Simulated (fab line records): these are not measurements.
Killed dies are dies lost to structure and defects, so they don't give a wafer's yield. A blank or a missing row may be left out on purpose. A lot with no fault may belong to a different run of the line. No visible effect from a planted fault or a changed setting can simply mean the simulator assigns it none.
Split-lot trial    flow n5_finfet    on a route of 1938 steps: 7 lots, 21 wafers read

== THE SPLIT ==
At N5_HKMG_FIN_ETCH_54 (etches SiARC in CF4, target depth 45.5 nm, time 75.8 s), the setting source_w was moved away from the recipe's 545 W on 6 of the 21 wafers read, by -15.8% to +9.3%. For the rest of the wafers, this setting stayed at what the recipe calls for.

Reading taken at the split's own step.

== THE READING ==
rf_vpp_V, in V, at N5_HKMG_FIN_ETCH_54 (etches SiARC in CF4, target depth 45.5 nm, time 75.8 s). Typical for fault-free wafers on this fab line: 184.3 V, with standard deviation 1.2 V.

wafer   tool, chamber at the split  source_w as run, W  against the recipe  rf_vpp_V, V  against lot-mates on the recipe
L074.1  rie_diel-03, 3              545                 recipe              183.8        -
L074.2  rie_diel-03, 2              545                 recipe              184.4        -
L074.5  rie_diel-03, 2              595.9               +9.3%               178.9        -5.2
L075.1  rie_diel-03, 2              545                 recipe              185.6        -
L075.2  rie_diel-03, 1              545                 recipe              184.0        -
L075.3  rie_diel-03, 3              545                 recipe              183.9        -
L077.1  rie_diel-01, 3              512.6               -5.9%               189.8        +7.0
L077.3  rie_diel-01, 1              512.6               -5.9%               185.6        +2.8
L077.5  rie_diel-01, 1              545                 recipe              182.8        -
L080.1  rie_diel-03, 0              545                 recipe              183.7        -
L080.2  rie_diel-03, 1              545                 recipe              184.9        -
L080.6  rie_diel-03, 0              545                 recipe              182.7        -
L088.1  rie_diel-01, 1              480.5               -11.8%              190.5        +4.2
L088.2  rie_diel-01, 2              480.5               -11.8%              193.5        +7.2
L088.4  rie_diel-01, 0              545                 recipe              186.3        -
L092.1  rie_diel-05, 3              545                 recipe              184.1        -
L092.2  rie_diel-05, 0              545                 recipe              184.8        -
L092.3  rie_diel-05, 2              458.8               -15.8%              195.8        +11.4
L093.1  rie_diel-05, 0              545                 recipe              185.0        -
L093.2  rie_diel-05, 3              545                 recipe              182.6        -
L093.5  rie_diel-05, 0              545                 recipe              183.8        -

THE FIT
A straight line over all 21 wafers: rf_vpp_V changes by -0.666 V for each +1% of source_w; r = -0.95; the points scatter about the line by 1.3 V.
The same after taking each lot's own level away (the mean of its wafers on the recipe; 21 wafers): -0.607 V for each +1%; r = -0.94; scatter 1.3 V.
Per that fit: largest source_w move, reading shift of 9.6 V.
Across the lots, their own levels run from 182.80 to 186.30 V, a range of 2.9 times the standard deviation given above.
Consequently the slope shifts little with the lot-to-lot level, the two slopes agreeing.
Check: for one of the wafers moved furthest among these (-15.8%), held out of the fit, the line's prediction against its lot-mates is +8.73 V. Against them it came out at +11.4 V.
Tool readings at the split's step, against how far the setting was moved: etch_rf_on_time_s r = -0.95; rf_vpp_V r = -0.95.

== THESE WAFERS: OTHER SPLITS ==
Note: prior to the reading, these wafers also went through further splits. Each is held against what the fit with the lots' levels taken away leaves over:
other split on the same wafers   wafers away from the commonest value  r with rf_vpp_V (lot level and that fit taken away)
N5_FIN_SAQP_PEB_14 peb_time_s    7                                     +0.27
N5_FIN_SAQP_ETCH_65 time_s       6                                     -0.09
N5_DUMMY_GATE_COAT_09 spin_rpm   8                                     +0.27
N5_DUMMY_GATE_EXPOSE_12 dose_mj  7                                     -0.25
N5_SD_EPI_P_DESCUM_14 time_s     4                                     -0.35
N5_SD_EPI_P_ETCH_37 source_w     6                                     +0.01
N5_SDB_ETCH_18 source_w          7                                     +0.19

== THE WHOLE CHAIN: every reading that the file lists as answering this split, in the file's order ==
step                 what it does                                            reading            change (the file's fit)               r (the file's)
N5_HKMG_FIN_ETCH_54  etches SiARC in CF4, target depth 45.5 nm, time 75.8 s  etch_rf_on_time_s  withheld for each +1% of the setting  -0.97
N5_HKMG_FIN_ETCH_54  etches SiARC in CF4, target depth 45.5 nm, time 75.8 s  rf_vpp_V           -0.633 V for each +1% of the setting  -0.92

== THE FILE'S OWN FIT ==
rf_vpp_V changes by -0.633 V for each +1% of source_w, r = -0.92.
